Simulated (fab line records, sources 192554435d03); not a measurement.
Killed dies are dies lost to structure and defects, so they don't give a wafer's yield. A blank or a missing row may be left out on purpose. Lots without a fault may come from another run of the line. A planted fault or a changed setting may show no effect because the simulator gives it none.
fab line records | flow n5_finfet
record lots=5 wafers=15 last_day=14
route steps=1938 shown BEOL_M2@912 BEOL_M3@931
lots that met no fault: from a run of the same line without faults
start_h: hours from the record's first day to the start of the lot's first wafer shown | wait_h: hours since the lot's step before | " the same as in the row above | L1.1+2: a row that stands for several wafers | - no value, or no start given | * or withheld: withheld | < > ~ a bound
route shown NAME@n: a module of which the file shows steps, and the number in the route of the first | usual: mean/standard deviation of fault-free wafers | same: alike in all rows | chamber/n: place in a boat | sites: the reading at each site | _std_site: their standard deviation | _edge_site: outer sites' mean less inner sites' | radius_mm: how far each site lies from the wafer's centre | mask NAME#n: copy n | behind: the tool/chamber that last shaped the wafer | hold: why the lot was held/for how many hours/how that ended | device: the transistor (n, p or np) that didn't switch | end of line: the same wafers' tests at the end of the route | a step without rows: its recipe alone | killed: dies lost to structure and defects at the first sort, not the wafer's yield | map: a wafer's dies, x killed, . not, _ none there
set.NAME: the setting as run; set.NAME@STEP: as run at that earlier step | model.NAME: the simulator's own value behind a step, which no gauge read
lots at some steps of the route; a table a step, a row a wafer
services: from which hour (start_h, from the record's first day; less than 0 if before it) a tool's chamber was out of use, for how many hours, and why
## steps
# step N5_BEOL_M2_SPUTTER_88
# recipe material=Cu target_thk_a=45 temp_c=-20 chamber_pressure_pa=0.07 power_w=withheld time_s=8.29
# usual throttle_valve_pct=29.8/0.98
# columns lot.wafer tool chamber start_h wait_h throttle_valve_pct
L076.1 pvd_sputter-03 - 157.20 0.1 31.4
L076.2 " - " " 29.8
L076.3 " - " " 28.8
L077.1 pvd_sputter-01 - 166.70 0.1 29.1
L077.3 " - " " 30.0
L077.4 " - " " 31.0
L078.1 pvd_sputter-03 - 178.99 0.1 29.1
L078.2 " - " " 28.1
L078.5 " - " " 29.1
L079.1 pvd_sputter-01 - 181.90 0.1 29.3
L079.5 " - " " 30.2
L079.6 " - " " 29.1
L081.2 pvd_sputter-03 - 203.50 0.1 29.5
L081.3 " - " " 28.2
L081.6 " - " " 29.8
# step N5_BEOL_M2_ANNEAL_89
# recipe temp_c=400 time_s=240 ambient=vacuum
# usual heater_power_w=817/67
# columns lot.wafer tool chamber start_h wait_h heater_power_w
L076.1 pvd_sputter-03 - 157.28 0.0 751
L076.2 " - " " 935
L076.3 " - " " 802
L077.1 pvd_sputter-01 - 166.78 0.0 754
L077.3 " - " " 812
L077.4 " - " " 838
L078.1 pvd_sputter-03 - 179.07 0.0 824
L078.2 " - " " 845
L078.5 " - " " 804
L079.1 pvd_sputter-01 - 181.98 0.0 735
L079.5 " - " " 788
L079.6 " - " " 730
L081.2 pvd_sputter-03 - 203.58 0.0 921
L081.3 " - " " 860
L081.6 " - " " 905
# step N5_BEOL_M2_SPUTTER_90
# recipe material=Cu target_thk_a=45 temp_c=-20 chamber_pressure_pa=0.07 power_w=withheld time_s=8.29
# usual throttle_valve_pct=29.8/0.99
# columns lot.wafer tool chamber start_h wait_h throttle_valve_pct
L076.1 pvd_sputter-03 - 157.42 0.1 31.4
L076.2 " - " " 29.7
L076.3 " - " " 29.2
L077.1 pvd_sputter-01 - 166.92 0.1 29.0
L077.3 " - " " 30.5
L077.4 " - " " 31.0
L078.1 pvd_sputter-03 - 179.21 0.1 29.1
L078.2 " - " " 28.0
L078.5 " - " " 29.2
L079.1 pvd_sputter-01 - 182.12 0.1 29.0
L079.5 " - " " 30.3
L079.6 " - " " 28.9
L081.2 pvd_sputter-03 - 203.72 0.1 29.5
L081.3 " - " " 27.8
L081.6 " - " " 29.6
# step N5_BEOL_M2_ANNEAL_91
# recipe temp_c=400 time_s=240 ambient=vacuum
# usual heater_power_w=818/68
# columns lot.wafer tool chamber start_h wait_h heater_power_w
L076.1 pvd_sputter-03 - 157.50 0.0 747
L076.2 " - " " 934
L076.3 " - " " 807
L077.1 pvd_sputter-01 - 167.00 0.0 757
L077.3 " - " " 785
L077.4 " - " " 862
L078.1 pvd_sputter-03 - 179.29 0.0 802
L078.2 " - " " 838
L078.5 " - " " 791
L079.1 pvd_sputter-01 - 182.20 0.0 736
L079.5 " - " " 810
L079.6 " - " " 760
L081.2 pvd_sputter-03 - 203.80 0.0 918
L081.3 " - " " 835
L081.6 " - " " 950
# step N5_BEOL_M2_SPUTTER_92
# recipe material=Cu target_thk_a=45 temp_c=-20 chamber_pressure_pa=0.07 power_w=withheld time_s=8.29
# usual throttle_valve_pct=29.8/0.99
# columns lot.wafer tool chamber start_h wait_h throttle_valve_pct
L076.1 pvd_sputter-03 - 157.64 0.1 31.3
L076.2 " - " " 29.8
L076.3 " - " " 29.1
L077.1 pvd_sputter-01 - 172.70 5.6 29.0
L077.3 " - " " 30.5
L077.4 " - " " 31.4
L078.1 pvd_sputter-03 - 179.43 0.1 28.7
L078.2 " - " " 28.1
L078.5 " - " " 29.2
L079.1 pvd_sputter-01 - 182.34 0.1 29.0
L079.5 " - " " 30.3
L079.6 " - " " 28.9
L081.2 pvd_sputter-03 - 203.94 0.1 29.6
L081.3 " - " " 27.9
L081.6 " - " " 29.8
# step N5_BEOL_M2_ANNEAL_93
# recipe temp_c=400 time_s=240 ambient=vacuum
# usual heater_power_w=818/66
# columns lot.wafer tool chamber start_h wait_h heater_power_w
L076.1 pvd_sputter-03 - 157.72 0.0 772
L076.2 " - " " 933
L076.3 " - " " 801
L077.1 pvd_sputter-01 - 172.78 0.0 746
L077.3 " - " " 785
L077.4 " - " " 866
L078.1 pvd_sputter-03 - 179.51 0.0 796
L078.2 " - " " 871
L078.5 " - " " 792
L079.1 pvd_sputter-01 - 182.42 0.0 746
L079.5 " - " " 812
L079.6 " - " " 760
L081.2 pvd_sputter-03 - 204.02 0.0 917
L081.3 " - " " 873
L081.6 " - " " 936
# step N5_BEOL_M2_SPUTTER_94
# recipe material=Cu target_thk_a=45 temp_c=-20 chamber_pressure_pa=0.07 power_w=withheld time_s=8.29
# usual throttle_valve_pct=29.8/0.95
# columns lot.wafer tool chamber start_h wait_h throttle_valve_pct
L076.1 pvd_sputter-03 - 157.86 0.1 31.6
L076.2 " - " " 29.5
L076.3 " - " " 29.2
L077.1 pvd_sputter-01 - 172.92 0.1 29.0
L077.3 " - " " 30.0
L077.4 " - " " 31.2
L078.1 pvd_sputter-03 - 179.65 0.1 29.2
L078.2 " - " " 27.9
L078.5 " - " " 28.8
L079.1 pvd_sputter-01 - 182.56 0.1 29.0
L079.5 " - " " 30.2
L079.6 " - " " 29.0
L081.2 pvd_sputter-03 - 204.16 0.1 29.6
L081.3 " - " " 28.2
L081.6 " - " " 29.8
# step N5_BEOL_M2_ANNEAL_95
# recipe temp_c=400 time_s=240 ambient=vacuum
# usual heater_power_w=818/66
# columns lot.wafer tool chamber start_h wait_h heater_power_w
L076.1 pvd_sputter-03 - 157.94 0.0 723
L076.2 " - " " 931
L076.3 " - " " 793
L077.1 pvd_sputter-01 - 173.00 0.0 769
L077.3 " - " " 802
L077.4 " - " " 852
L078.1 pvd_sputter-03 - 179.73 0.0 812
L078.2 " - " " 855
L078.5 " - " " 806
L079.1 pvd_sputter-01 - 182.64 0.0 749
L079.5 " - " " 785
L079.6 " - " " 745
L081.2 pvd_sputter-03 - 204.24 0.0 946
L081.3 " - " " 860
L081.6 " - " " 910
# step N5_BEOL_M2_SPUTTER_96
# recipe material=Cu target_thk_a=45 temp_c=-20 chamber_pressure_pa=0.07 power_w=withheld time_s=8.29
# usual throttle_valve_pct=29.8/0.97
# columns lot.wafer tool chamber start_h wait_h throttle_valve_pct
L076.1 pvd_sputter-03 - 158.08 0.1 31.7
L076.2 " - " " 29.6
L076.3 " - " " 28.9
L077.1 pvd_sputter-01 - 173.14 0.1 29.2
L077.3 " - " " 30.4
L077.4 " - " " 31.0
L078.1 pvd_sputter-03 - 179.87 0.1 29.2
L078.2 " - " " 28.1
L078.5 " - " " 29.3
L079.1 pvd_sputter-01 - 182.78 0.1 29.1
L079.5 " - " " 30.3
L079.6 " - " " 28.9
L081.2 pvd_sputter-03 - 204.38 0.1 29.8
L081.3 " - " " 28.0
L081.6 " - " " 29.7
# step N5_BEOL_M2_ECD_50
# recipe material=Cu target_thk_a=3000
# columns lot.wafer tool chamber start_h wait_h
L076.1+2+3 ecd_cu-02 1,0,1 158.20 0.1
L077.1+3+4 ecd_cu-02 0,1,0 173.26 0.1
L078.1+2+5 ecd_cu-01 0,1,0 179.99 0.1
L079.1+5+6 ecd_cu-02 0,1,0 182.90 0.1
L081.2+3+6 ecd_cu-02 1 204.49 0.1
# step N5_BEOL_M2_ANNEAL_51
# recipe temp_c=225 time_s=90 ambient=N2
# usual wafer_temp_C_max=225.91/0.29
# columns lot.wafer tool chamber start_h wait_h wafer_temp_C_max
L076.1 rtp_anneal-02 0 159.81 1.6 225.75
L076.2 " 0 " " 225.98
L076.3 " 0 " " 226.07
L077.1 rtp_anneal-02 0 173.34 0.1 226.14
L077.3 " 0 " " 226.04
L077.4 " 0 " " 225.96
L078.1 rtp_anneal-02 0 180.07 0.1 226.28
L078.2 " 0 " " 226.37
L078.5 " 0 " " 226.11
L079.1 rtp_anneal-01 0 182.98 0.1 225.42
L079.5 " 0 " " 225.44
L079.6 " 0 " " 225.23
L081.2 rtp_anneal-02 0 204.62 0.1 226.06
L081.3 " 0 " " 226.57
L081.6 " 0 " " 226.07
# step N5_BEOL_M2_CMP_52
# recipe stop_on=SiOC t_overpolish_s=6.8 down_force_psi=1 platen_rpm=50 clearing_platen_down_force_psi=1.5 clearing_platen_rpm=50 post_cmp_clean=cu_alkaline target_thk_nm=40 clearing_platen_pad_velocity_m_s=0.99484 pad_velocity_m_s=0.99484
# usual barrier_field_endpoint_s=24.4/0.68 clearing_platen_rpm=49.998/0.028 motor_current_A=6.2/0.71 overpolish_run_s=6.799/0.0094 platen_rpm=50.00/0.037 time_to_endpoint_s=61/3.4
# columns lot.wafer tool chamber start_h wait_h barrier_field_endpoint_s clearing_platen_rpm motor_current_A overpolish_run_s platen_rpm time_to_endpoint_s
L076.3 cmp-04 1 160.11 0.2 23.5 50.019 5.7 6.798 49.97 58
L076.1 " 2 " " 25.2 49.997 5.2 6.803 49.95 66
L076.2 " 3 " " 23.4 50.014 7.1 6.810 49.98 56
L077.3 cmp-04 2 173.64 0.2 24.5 49.974 5.5 6.789 49.95 64
L077.1 " 3 " " 23.4 49.953 7.3 6.812 50.05 58
L077.4 " 1 " " 23.5 50.002 6.1 6.787 50.04 59
L078.2 cmp-03 1 180.42 0.3 25.3 49.959 6.2 6.803 50.01 65
L078.1 " 2 " " 24.8 49.999 5.4 6.803 49.95 65
L078.5 " 2 " " 25.1 49.992 5.3 6.799 50.02 65
L079.1 cmp-04 0 183.44 0.4 23.8 50.039 6.5 6.817 50.01 58
L079.6 " 2 " " 24.7 50.005 5.3 6.817 49.95 64
L079.5 " 3 " " 23.8 49.978 7.1 6.795 49.98 55
L081.2 cmp-03 2 204.87 0.2 24.1 50.045 5.6 6.795 50.03 61
L081.3 " 1 " " 24.1 50.016 6.4 6.803 49.99 61
L081.6 " 3 " " 24.3 49.989 6.1 6.805 50.03 60
# step N5_BEOL_M2_THK_MEAS_53
# recipe thk_meas_gauge=xrf reads=Cu_of_BEOL_M2_ECD_50
# usual M2_THK=39.1/1.5
# columns lot.wafer tool chamber start_h wait_h M2_THK[nm]
L076.1 film_metro-01 - 160.40 - 41.4
L076.2 " - " " 38.8
L076.3 " - " " 39.4
L077.1 film_metro-02 - 173.93 - 37.0
L077.3 " - " " 40.9
L077.4 " - " " 38.2
L078.1 film_metro-02 - 180.71 - 38.8
L078.2 " - " " 39.9
L078.5 " - " " 38.6
L079.1 film_metro-02 - 183.65 - 38.5
L079.5 " - " " 37.8
L079.6 " - " " 39.0
L081.2 film_metro-02 - 205.16 - 40.1
L081.3 " - " " 40.6
L081.6 " - " " 40.1
# step N5_BEOL_M2_PRE_CLEAN_60
# recipe gas=NH3/H2 time_s=15 temp_c=* rf_power_w=300
# usual heater_power_w=81/11
# columns lot.wafer tool chamber start_h wait_h heater_power_w
L076.1 cvd_co-01 1 160.44 0.0 86
L076.2 " 0 " " 82
L076.3 " 2 " " 89
L077.1 cvd_co-02 1 173.97 0.0 63
L077.3 " 2 " " 90
L077.4 " 2 " " 90
L078.1 cvd_co-02 0 180.98 0.3 86
L078.2 " 2 " " 88
L078.5 " 0 " " 89
L079.1 cvd_co-02 0 183.69 0.0 88
L079.5 " 0 " " 86
L079.6 " 2 " " 88
L081.2 cvd_co-02 2 205.20 0.0 90
L081.3 " 1 " " 63
L081.6 " 2 " " 88
# step N5_BEOL_M2_CO_CAP_55
# recipe material=Co target_thk_a=20 temp_c=200 precursor=CCTBA/H2 pressure_torr=30 time_s=102.1
# usual heater_power_w=231/13
# columns lot.wafer tool chamber start_h wait_h heater_power_w
L076.1 cvd_co-01 1 160.48 0.0 235
L076.2 " 0 " " 236
L076.3 " 2 " " 243
L077.1 cvd_co-02 1 174.01 0.0 213
L077.3 " 2 " " 246
L077.4 " 2 " " 241
L078.1 cvd_co-02 0 181.02 0.0 238
L078.2 " 2 " " 240
L078.5 " 0 " " 244
L079.1 cvd_co-02 0 183.73 0.0 241
L079.5 " 0 " " 239
L079.6 " 2 " " 238
L081.2 cvd_co-02 2 205.24 0.0 241
L081.3 " 1 " " 212
L081.6 " 2 " " 238
# step N5_BEOL_M2_PRE_CLEAN_56
# recipe gas=NH3 time_s=15 temp_c=withheld rf_power_w=300
# columns lot.wafer tool chamber start_h wait_h
L076.1+2+3 pecvd-03 2,0,1 160.57 0.1
L077.1+3+4 pecvd-01 1,0,0 174.10 0.1
L078.1+2+5 pecvd-04 2,1,2 181.11 0.1
L079.1+5+6 pecvd-03 2,0,2 183.82 0.1
L081.2+3+6 pecvd-01 1,2,1 205.33 0.1
# step N5_BEOL_M2_DEP_57
# recipe material=SiCN target_thk_a=80 temp_c=withheld precursor=3MS/NH3 pressure_torr=3 rf_w=202 time_s=14
# usual showerhead_plenum_p_Torr=3.665/0.016 throttle_valve_pct=9.3/0.71
# columns lot.wafer tool chamber start_h wait_h showerhead_plenum_p_Torr throttle_valve_pct
L076.1 pecvd-03 2 160.60 0.0 3.679 8.5
L076.2 " 0 " " 3.674 9.7
L076.3 " 1 " " 3.628 9.4
L077.1 pecvd-01 1 174.13 0.0 3.682 9.0
L077.3 " 0 " " 3.666 11.2
L077.4 " 0 " " 3.662 10.8
L078.1 pecvd-04 2 181.14 0.0 3.651 8.3
L078.2 " 1 " " 3.656 8.9
L078.5 " 2 " " 3.654 8.2
L079.1 pecvd-03 2 183.85 0.0 3.679 8.9
L079.5 " 0 " " 3.674 9.8
L079.6 " 2 " " 3.683 8.5
L081.2 pecvd-01 1 205.36 0.0 3.676 8.9
L081.3 " 2 " " 3.658 9.0
L081.6 " 1 " " 3.676 8.8
# step N5_BEOL_M2_RS_MEAS_58
# recipe thk_meas_gauge=four-point-probe reads=Co_of_BEOL_M2_CO_CAP_55+Cu_of_BEOL_M2_ECD_50+Co_of_BEOL_M2_CVD_47+TaN_of_BEOL_M2_ALD_84
# usual M2_RS=0.69/0.034
# columns lot.wafer tool chamber start_h wait_h M2_RS[ohm/sq]
L076.1 film_metro-02 - 160.67 0.0 0.64
L076.2 " - " " 0.70
L076.3 " - " " 0.69
L077.1 film_metro-01 - 174.19 0.0 0.75
L077.3 " - " " 0.66
L077.4 " - " " 0.71
L078.1 film_metro-01 - 181.20 0.0 0.69
L078.2 " - " " 0.67
L078.5 " - " " 0.70
L079.1 film_metro-02 - 183.91 0.0 0.70
L079.5 " - " " 0.73
L079.6 " - " " 0.69
L081.2 film_metro-01 - 205.42 0.1 0.68
L081.3 " - " " 0.67
L081.6 " - " " 0.68
# step N5_BEOL_M2_INSPECT_59
# recipe inspect_instrument=darkfield mode=post_dep
# usual raw_defect_count=84/26
# columns lot.wafer tool chamber start_h wait_h raw_defect_count
L076.1 defect_inspect-01 - 160.69 0.0 68
L076.2 " - " " 85
L076.3 " - " " 59
L077.1 defect_inspect-01 - 174.22 0.0 85
L077.3 " - " " 76
L077.4 " - " " 110
L078.1 defect_inspect-02 - 181.23 0.0 83
L078.2 " - " " 81
L078.5 " - " " 97
L079.1 defect_inspect-02 - 183.94 0.0 85
L079.5 " - " " 78
L079.6 " - " " 132
L081.2 defect_inspect-01 - 205.45 0.0 78
L081.3 " - " " 101
L081.6 " - " " 61
# step N5_BEOL_M3_ILD_DEP_00
# recipe material=SiOC target_thk_a=790 temp_c=350 precursor=DEMS/O2 pressure_torr=5 rf_w=500 time_s=15.3
# usual heater_power_w=507/80 showerhead_plenum_p_Torr=5.698/0.012 throttle_valve_pct=12.2/0.93
# columns lot.wafer tool chamber start_h wait_h heater_power_w showerhead_plenum_p_Torr throttle_valve_pct
L076.1 pecvd-04 2 160.73 0.0 459 5.690 11.1
L076.2 " 1 " " 450 5.690 12.1
L076.3 " 0 " " 458 5.717 11.7
L077.1 pecvd-02 2 174.26 0.0 454 5.690 12.2
L077.3 " 0 " " 460 5.699 11.9
L077.4 " 2 " " 446 5.719 12.4
L078.1 pecvd-01 1 181.27 0.0 561 5.710 11.8
L078.2 " 2 " " 445 5.690 11.9
L078.5 " 1 " " 539 5.703 11.4
L079.1 pecvd-01 2 183.98 0.0 465 5.679 12.0
L079.5 " 1 " " 455 5.707 11.5
L079.6 " 2 " " 448 5.697 11.7
L081.2 pecvd-04 0 205.49 0.0 522 5.698 11.4
L081.3 " 1 " " 488 5.687 11.9
L081.6 " 0 " " 510 5.694 11.9
# step N5_BEOL_M3_THK_MEAS_01
# recipe reads=SiOC_of_BEOL_M3_ILD_DEP_00
# usual M3_ILD_THK=78.8/1.3
# columns lot.wafer tool chamber start_h wait_h M3_ILD_THK[nm]
L076.1 film_metro-01 - 160.80 0.0 78.3
L076.2 " - " " 78.5
L076.3 " - " " 78.1
L077.1 film_metro-01 - 174.32 0.0 77.3
L077.3 " - " " 77.2
L077.4 " - " " 79.1
L078.1 film_metro-01 - 181.33 0.0 78.9
L078.2 " - " " 78.9
L078.5 " - " " 79.0
L079.1 film_metro-02 - 184.04 0.0 79.3
L079.5 " - " " 80.8
L079.6 " - " " 80.1
L081.2 film_metro-02 - 205.55 0.1 77.7
L081.3 " - " " 78.4
L081.6 " - " " 79.4
# step N5_BEOL_M3_PECVD_72
# recipe material=SiO2 target_thk_a=160 temp_c=400 precursor=TEOS/O2 pressure_torr=5.5 rf_w=450 teos_flow_sccm=53.8 gas=O2 flow_sccm=3000 time_s=18
# usual heater_power_w=760/120 showerhead_plenum_p_Torr=8.79/0.053 throttle_valve_pct=22.6/1.7
# columns lot.wafer tool chamber start_h wait_h heater_power_w showerhead_plenum_p_Torr throttle_valve_pct
L076.1 pecvd-02 2 160.83 0.0 750 8.80 23.0
L076.2 " 1 " " 674 8.77 23.6
L076.3 " 0 " " 797 8.85 22.2
L077.1 pecvd-01 0 174.36 0.0 1036 8.74 27.2
L077.3 " 1 " " 763 8.83 21.6
L077.4 " 2 " " 704 8.78 22.0
L078.1 pecvd-02 1 181.37 0.0 678 8.80 23.7
L078.2 " 0 " " 740 8.84 22.3
L078.5 " 1 " " 703 8.78 23.8
L079.1 pecvd-04 2 184.08 0.0 663 8.70 20.6
L079.5 " 2 " " 685 8.70 20.7
L079.6 " 0 " " 754 8.87 22.2
L081.2 pecvd-01 1 205.59 0.0 795 8.85 22.0
L081.3 " 2 " " 659 8.79 22.1
L081.6 " 0 " " 973 8.77 27.0
# step N5_BEOL_M3_HM_DEP_02
# recipe material=TiN target_thk_a=200 temp_c=25 chamber_pressure_pa=0.49996
# usual throttle_valve_pct=30.0/0.87
# columns lot.wafer tool chamber start_h wait_h throttle_valve_pct
L076.1 pvd_sputter-02 - 161.80 0.9 29.9
L076.2 " - " " 30.1
L076.3 " - " " 29.6
L077.1 pvd_sputter-03 - 175.29 0.9 29.7
L077.3 " - " " 31.5
L077.4 " - " " 28.0
L078.1 pvd_sputter-03 - 182.91 1.5 31.4
L078.2 " - " " 29.7
L078.5 " - " " 28.0
L079.1 pvd_sputter-02 - 184.75 0.6 29.9
L079.5 " - " " 30.7
L079.6 " - " " 29.8
L081.2 pvd_sputter-02 - 207.47 1.9 29.8
L081.3 " - " " 30.7
L081.6 " - " " 30.2
# step N5_BEOL_M3_COAT_61
# recipe resist=SOC temp_c=250 time_s=60 spin_rpm=1500 resist_thk_nm=60
# columns lot.wafer tool chamber start_h wait_h
L076.1+2+3 litho_track-02 0 161.92 0.1
L077.1+3+4 litho_track-03 0 175.41 0.1
L078.1+2+5 litho_track-03 0 183.04 0.1
L079.1+5+6 litho_track-03 0 184.87 0.1
L081.2+3+6 litho_track-05 0 207.60 0.1
# step N5_BEOL_M3_COAT_62
# recipe resist=SiARC temp_c=220 time_s=60 spin_rpm=1500 resist_thk_nm=12
# columns lot.wafer tool chamber start_h wait_h
L076.1+2+3 litho_track-02 0 - -
L077.1+3+4 litho_track-03 0 - -
L078.1+2+5 litho_track-03 0 - -
L079.1+5+6 litho_track-03 0 - -
L081.2+3+6 litho_track-05 0 - -
# step N5_BEOL_M3_COAT_73
# recipe resist=underlayer temp_c=205 time_s=60 spin_rpm=1500 resist_thk_nm=5
# columns lot.wafer tool chamber start_h wait_h
L076.1+2+3 litho_track-02 0 - -
L077.1+3+4 litho_track-03 0 - -
L078.1+2+5 litho_track-03 0 - -
L079.1+5+6 litho_track-03 0 - -
L081.2+3+6 litho_track-05 0 - -
# step N5_BEOL_M3_COAT_05
# recipe resist=CAR-EUV spin_rpm=1500 resist_thk_nm=30
# columns lot.wafer tool chamber start_h wait_h
L076.1+2+3 litho_track-02 0 - -
L077.1+3+4 litho_track-03 0 - -
L078.1+2+5 litho_track-03 0 - -
L079.1+5+6 litho_track-03 0 - -
L081.2+3+6 litho_track-05 0 - -
# step N5_BEOL_M3_EBR_07
# recipe solvent=PGMEA ebr_width_mm=1.5
# columns lot.wafer tool chamber start_h wait_h
L076.1+2+3 litho_track-02 0 - -
L077.1+3+4 litho_track-03 0 - -
L078.1+2+5 litho_track-03 0 - -
L079.1+5+6 litho_track-03 0 - -
L081.2+3+6 litho_track-05 0 - -
# step N5_BEOL_M3_SOFTBAKE_06
# recipe temp_c=110 time_s=60 resist=CAR-EUV
# columns lot.wafer tool chamber start_h wait_h
L076.1+2+3 litho_track-02 0 - -
L077.1+3+4 litho_track-03 0 - -
L078.1+2+5 litho_track-03 0 - -
L079.1+5+6 litho_track-03 0 - -
L081.2+3+6 litho_track-05 0 - -
# step N5_BEOL_M3_EXPOSE_08
# recipe mask_id=M3 na=0.33 source_shape=dipole sigma_inner=0.369 sigma_outer=0.767 polarization=unpolarized dose_mj=33
# usual focus_offset_nm=0.0/0.54
# same dipole_opening_deg=79.7 sigma_inner=0.369
# columns lot.wafer tool chamber start_h wait_h mask focus_offset_nm
L076.1 euv_scanner-02 0 162.06 - M3#0 -0.3
L076.2 " 0 " " M3#0 0.1
L076.3 " 0 " " M3#0 -0.8
L077.1 euv_scanner-02 0 175.55 - M3#0 1.0
L077.3 " 0 " " M3#0 1.5
L077.4 " 0 " " M3#0 0.6
L078.1 euv_scanner-02 0 183.18 - M3#0 -0.2
L078.2 " 0 " " M3#0 -0.1
L078.5 " 0 " " M3#0 0.0
L079.1 euv_scanner-02 0 185.01 - M3#0 0.5
L079.5 " 0 " " M3#0 0.3
L079.6 " 0 " " M3#0 -0.6
L081.2 euv_scanner-02 0 207.74 - M3#0 -1.0
L081.3 " 0 " " M3#0 0.5
L081.6 " 0 " " M3#0 -0.1
# step N5_BEOL_M3_PEB_09
# recipe peb_temp_c=100 peb_time_s=60 resist=CAR-EUV
# columns lot.wafer tool chamber start_h wait_h
L076.1+2+3 litho_track-05 0 162.12 0.1
L077.1+3+4 litho_track-02 0 175.61 0.1
L078.1+2+5 litho_track-03 0 183.23 0.1
L079.1+5+6 litho_track-05 0 185.07 0.1
L081.2+3+6 litho_track-03 0 207.79 0.0
# step N5_BEOL_M3_DEVELOP_10
# recipe develop_time_s=30 developer=TMAH resist=CAR-EUV rinse_liquid=surfactant_rinse dry=air_spin dev_temp_c=23
# columns lot.wafer tool chamber start_h wait_h
L076.1+2+3 litho_track-05 0 - -
L077.1+3+4 litho_track-02 0 - -
L078.1+2+5 litho_track-03 0 - -
L079.1+5+6 litho_track-05 0 - -
L081.2+3+6 litho_track-03 0 - -
# step N5_BEOL_M3_CD_MEAS_11
# recipe target_cd_nm=17.05 landing_energy_ev=500 detector=se_inlens polarity=opening
# usual cd_nm=17.14/0.21
# columns lot.wafer tool chamber start_h wait_h cd_nm
L076.1 cd_sem-03 0 162.19 - 16.67
L076.2 " 0 " " 17.26
L076.3 " 0 " " 17.15
L077.1 cd_sem-03 0 175.68 - 17.16
L077.3 " 0 " " 17.09
L077.4 " 0 " " 16.82
L078.1 cd_sem-03 0 183.30 - 17.49
L078.2 " 0 " " 17.15
L078.5 " 0 " " 16.94
L079.1 cd_sem-01 0 185.14 - 17.28
L079.5 " 0 " " 17.03
L079.6 " 0 " " 16.93
L081.2 cd_sem-03 0 207.86 - 17.19
L081.3 " 0 " " 16.82
L081.6 " 0 " " 17.16
# step N5_BEOL_M3_OVL_MEAS_12
# recipe points_per_wafer=522
# usual M3_OVL=-0.3/0.78
# columns lot.wafer tool chamber start_h wait_h M3_OVL[nm]
L076.1 overlay-02 0 162.22 0.0 -0.2
L076.2 " 0 " " -1.0
L076.3 " 0 " " -0.6
L077.1 overlay-02 0 175.71 0.0 2.0
L077.3 " 0 " " 1.2
L077.4 " 0 " " 0.4
L078.1 overlay-02 0 183.33 0.0 -1.1
L078.2 " 0 " " -0.5
L078.5 " 0 " " -1.2
L079.1 overlay-02 0 185.17 0.0 -0.5
L079.5 " 0 " " -0.6
L079.6 " 0 " " -0.1
L081.2 overlay-01 0 207.89 0.0 -0.8
L081.3 " 0 " " -1.2
L081.6 " 0 " " -0.3
# step N5_BEOL_M3_INSPECT_13
# recipe mode=adi inspect_instrument=brightfield
# usual raw_defect_count=444/95
# columns lot.wafer tool chamber start_h wait_h raw_defect_count
L076.1 defect_inspect-02 - 162.27 0.1 435
L076.2 " - " " 448
L076.3 " - " " 503
L077.1 defect_inspect-02 - 175.77 0.1 337
L077.3 " - " " 320
L077.4 " - " " 460
L078.1 defect_inspect-02 - 183.39 0.1 436
L078.2 " - " " 415
L078.5 " - " " 367
L079.1 defect_inspect-01 - 185.22 0.1 329
L079.5 " - " " 407
L079.6 " - " " 525
L081.2 defect_inspect-02 - 207.95 0.0 540
L081.3 " - " " 561
L081.6 " - " " 496
# step N5_BEOL_M3_DESCUM_16
# recipe chemistry=O2 time_s=7 source_power_w=50 bias_power_w=20 pressure_mtorr=20 rf_frequency_hz=2.712e+07 temp_c=40 resist=CAR-EUV o2_flow_sccm=225
# usual drypump_motor_current_A=5.6/0.52 oes_product_au=0.81/0.081 rf_vpp_V=243.5/1.5 showerhead_plenum_p_Torr=2.11/0.087 throttle_valve_pct=20.53/0.21
# columns lot.wafer tool chamber start_h wait_h drypump_motor_current_A oes_product_au rf_hours_counter_h rf_vpp_V showerhead_plenum_p_Torr throttle_valve_pct
L076.1 rie_diel-04 2 162.50 0.2 6.1 0.87 33 244.1 2.20 20.51
L076.2 " 3 " " 6.2 0.80 115 241.5 2.04 20.84
L076.3 " 1 " " 5.2 0.71 219 242.1 2.05 20.41
L077.1 rie_diel-04 3 175.80 0.0 6.2 0.79 118 241.3 2.03 20.85
L077.3 " 2 " " 6.1 0.86 37 245.1 2.20 20.52
L077.4 " 0 " " 4.8 0.94 3 245.8 2.24 20.25
L078.1 rie_diel-05 0 183.77 0.4 5.4 0.70 227 241.2 1.97 20.48
L078.2 " 3 " " 5.9 0.87 45 245.3 2.22 20.27
L078.5 " 2 " " 5.5 0.81 - 242.7 2.03 20.51
L079.1 rie_diel-02 0 185.33 0.1 5.8 0.71 189 243.3 2.09 20.72
L079.5 " 1 " " 5.1 0.94 - 243.1 2.04 20.42
L079.6 " 0 " " 5.7 0.71 - 243.3 2.09 20.72
L081.2 rie_diel-04 0 208.23 0.3 4.8 0.91 12 245.2 2.24 20.28
L081.3 " 3 " " 6.2 0.78 127 242.2 2.03 20.83
L081.6 " 3 " " 6.2 0.79 - 243.0 2.03 20.85
## services
# columns tool chamber start_h hours kind
rie_diel-04 3 138.80 6.5 repair
cmp-03 - 144.78 18.1 pm
rie_diel-04 0 145.27 - clean
pecvd-01 - 145.35 0.5 repair
rie_diel-02 2 146.85 7.3 repair
pecvd-02 - 149.95 0.2 repair
pecvd-03 2 154.16 5.0 repair
cmp-04 - 154.17 0.5 repair
ecd_cu-01 - 156.35 1.9 repair
pecvd-01 - 157.26 0.6 repair
pecvd-02 - 163.60 0.6 repair
cmp-03 - 166.26 1.2 repair
cmp-03 - 171.73 1.7 repair
rie_diel-02 - 174.45 5.9 repair
pecvd-02 - 181.91 2.8 pm
cmp-03 - 183.05 3.6 repair
euv_scanner-02 - 186.36 0.5 repair
pecvd-04 0 188.12 5.5 scheduled_down
euv_scanner-02 0 189.80 - calibration
pecvd-01 2 192.46 2.1 scheduled_down
pecvd-04 2 193.58 2.1 scheduled_down
euv_scanner-02 - 193.91 1.0 pm
litho_track-03 - 197.49 - consumable_replace:filter
rie_diel-05 - 207.71 14.6 pm
## key
fault none
